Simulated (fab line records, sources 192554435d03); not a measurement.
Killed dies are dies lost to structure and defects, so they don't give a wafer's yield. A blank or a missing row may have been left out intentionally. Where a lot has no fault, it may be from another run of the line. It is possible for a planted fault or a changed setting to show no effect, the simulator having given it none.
Lot-split experiment :: flow n5 finfet :: 7 lots, 21 wafers read, on a route of 1938 steps

## THE SPLIT
At N5_BEOL_M15_TRENCH_ETCH_34 (etches SiO2 in C4F8/O2/Ar, target depth 872.93 nm, time 199 s), the setting time s was moved away from the recipe's 199 s on 5 of the 21 wafers read, by -18.0% to +8.4%. The other wafers ran this setting at the recipe's value.

## FROM THE SPLIT TO THE READING: what the file shows between them, 7 steps
- N5_BEOL_M15_STRIP_36: strips in O2
- N5_BEOL_M15_ECD_47: material Cu, target thk 1860 nm
- N5_BEOL_M15_ANNEAL_48: time 90 s
- N5_BEOL_M15_CMP_49: polishes, stops on SiO2, t overpolish 4.9 s, target thk 850 nm
- N5_BEOL_M15_THK_MEAS_50: measures by xrf
- N5_BEOL_M15_PRE_CLEAN_52: time 15 s
- N5_BEOL_M15_DEP_53: deposits SiCN from 3MS/NH3, target thk 50 nm, time 17.8 s

## THE READING
M15_RS (ohm/sq), read at N5_BEOL_M15_RS_MEAS_54 with a four-point probe. Typical for fault-free wafers on this fab line: 0.0215 ohm/sq, with standard deviation 0.00037 ohm/sq.

wafer: L076.1
tool, chamber at the split: rie diel-04, 2
time s as run, s: 199
against the recipe: recipe
M15_RS, ohm/sq: 0.0214
against lot-mates on the recipe: -

wafer: L076.3
tool, chamber at the split: rie diel-04, 0
time s as run, s: 199
against the recipe: recipe
M15_RS, ohm/sq: 0.0210
against lot-mates on the recipe: -

wafer: L076.4
tool, chamber at the split: rie diel-04, 1
time s as run, s: 199
against the recipe: recipe
M15_RS, ohm/sq: 0.0213
against lot-mates on the recipe: -

wafer: L086.2
tool, chamber at the split: rie diel-02, 3
time s as run, s: 213.2
against the recipe: +7.1%
M15_RS, ohm/sq: 0.0195
against lot-mates on the recipe: -0.0011

wafer: L086.3
tool, chamber at the split: rie diel-02, 1
time s as run, s: 199
against the recipe: recipe
M15_RS, ohm/sq: 0.0206
against lot-mates on the recipe: -

wafer: L086.4
tool, chamber at the split: rie diel-02, 0
time s as run, s: 213.2
against the recipe: +7.1%
M15_RS, ohm/sq: 0.0200
against lot-mates on the recipe: -0.0006

wafer: L087.1
tool, chamber at the split: rie diel-05, 1
time s as run, s: 199
against the recipe: recipe
M15_RS, ohm/sq: 0.0223
against lot-mates on the recipe: -

wafer: L087.2
tool, chamber at the split: rie diel-05, 2
time s as run, s: 199
against the recipe: recipe
M15_RS, ohm/sq: 0.0212
against lot-mates on the recipe: -

wafer: L087.6
tool, chamber at the split: rie diel-05, 3
time s as run, s: 199
against the recipe: recipe
M15_RS, ohm/sq: 0.0211
against lot-mates on the recipe: -

wafer: L089.1
tool, chamber at the split: rie diel-04, 2
time s as run, s: 215.8
against the recipe: +8.4%
M15_RS, ohm/sq: 0.0200
against lot-mates on the recipe: -0.0016

wafer: L089.4
tool, chamber at the split: rie diel-04, 0
time s as run, s: 215.8
against the recipe: +8.4%
M15_RS, ohm/sq: 0.0195
against lot-mates on the recipe: -0.0021

wafer: L089.5
tool, chamber at the split: rie diel-04, 3
time s as run, s: 199
against the recipe: recipe
M15_RS, ohm/sq: 0.0216
against lot-mates on the recipe: -

wafer: L092.2
tool, chamber at the split: rie diel-04, 0
time s as run, s: 199
against the recipe: recipe
M15_RS, ohm/sq: 0.0209
against lot-mates on the recipe: -

wafer: L092.3
tool, chamber at the split: rie diel-04, 2
time s as run, s: 199
against the recipe: recipe
M15_RS, ohm/sq: 0.0217
against lot-mates on the recipe: -

wafer: L092.4
tool, chamber at the split: rie diel-04, 3
time s as run, s: 163.2
against the recipe: -18.0%
M15_RS, ohm/sq: 0.0266
against lot-mates on the recipe: +0.0053

wafer: L090.2
tool, chamber at the split: rie diel-05, 2
time s as run, s: 199
against the recipe: recipe
M15_RS, ohm/sq: 0.0217
against lot-mates on the recipe: -

wafer: L090.4
tool, chamber at the split: rie diel-05, 0
time s as run, s: 199
against the recipe: recipe
M15_RS, ohm/sq: 0.0214
against lot-mates on the recipe: -

wafer: L090.5
tool, chamber at the split: rie diel-05, 2
time s as run, s: 199
against the recipe: recipe
M15_RS, ohm/sq: 0.0214
against lot-mates on the recipe: -

wafer: L094.1
tool, chamber at the split: rie diel-05, 2
time s as run, s: 199
against the recipe: recipe
M15_RS, ohm/sq: 0.0214
against lot-mates on the recipe: -

wafer: L094.5
tool, chamber at the split: rie diel-05, 1
time s as run, s: 199
against the recipe: recipe
M15_RS, ohm/sq: 0.0224
against lot-mates on the recipe: -

wafer: L094.6
tool, chamber at the split: rie diel-05, 2
time s as run, s: 199
against the recipe: recipe
M15_RS, ohm/sq: 0.0215
against lot-mates on the recipe: -

FIT RESULTS
A straight line over all 21 wafers: M15_RS changes by -0.000258 ohm/sq for each +1% of time s; r = -0.95; the points scatter about the line by 0.00047 ohm/sq.
The same after taking each lot's own level away (the mean of its wafers on the recipe; 21 wafers): -0.000248 ohm/sq for each +1%; r = -0.94; scatter 0.00047 ohm/sq.
On that fit, the largest move of time s shifts the reading by 0.0045 ohm/sq.
Measured against the standard deviation above, the lots' own levels, which go from 0.02060 to 0.02177 ohm/sq, span 3.2 times it.
Hence the lot-to-lot level has little effect on the slope; both slopes agree.
Check: +0.00322 ohm/sq against its lot-mates is what the line predicts for one of the wafers moved furthest among these (-18.0%) when that wafer is left out of the fit. It came out at +0.0053 ohm/sq against them.

## THESE WAFERS: OTHER SPLITS
Note: prior to the reading, these wafers also went through further splits. Each is held against what the fit with the lots' levels taken away leaves over:
other split on the same wafers: N5_BEOL_M13_COAT_65 spin rpm
wafers away from the commonest value: 7
r with M15_RS (lot level and that fit taken away): +0.00

other split on the same wafers: N5_BEOL_M14_COAT_58 spin rpm
wafers away from the commonest value: 7
r with M15_RS (lot level and that fit taken away): -0.02

other split on the same wafers: N5_BEOL_M14_EXPOSE_07 dose mj
wafers away from the commonest value: 7
r with M15_RS (lot level and that fit taken away): +0.31

other split on the same wafers: N5_BEOL_M15_COAT_22 spin rpm
wafers away from the commonest value: 7
r with M15_RS (lot level and that fit taken away): -0.16

## THE WHOLE CHAIN: every reading that the file lists as answering this split, in the file's order
step: N5_BEOL_M15_TRENCH_ETCH_34
what it does: etches SiO2 in C4F8/O2/Ar, target depth 872.93 nm, time 199 s
reading: etch.depth nm (the simulator's own value, which no gauge read)
change (the file's fit): +8.93 nm for each +1% of the setting
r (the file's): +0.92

step: N5_BEOL_M15_CMP_49
what it does: polishes, stops on SiO2, t overpolish 4.9 s, target thk 850 nm
reading: Cu_of_BEOL_M15_ECD_47.thk nm (the simulator's own value, which no gauge read)
change (the file's fit): +8.96 nm for each +1% of the setting
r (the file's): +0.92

step: N5_BEOL_M15_THK_MEAS_50
what it does: measures by xrf
reading: M15_THK
change (the file's fit): +9.37 for each +1% of the setting
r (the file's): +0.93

step: N5_BEOL_M15_RS_MEAS_54
what it does: measures by four-point-probe
reading: M15_RS
change (the file's fit): -0.000262 for each +1% of the setting
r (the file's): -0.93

## THE FILE'S OWN FIT
M15_RS changes by -0.000262 ohm/sq for each +1% of time s, r = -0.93.
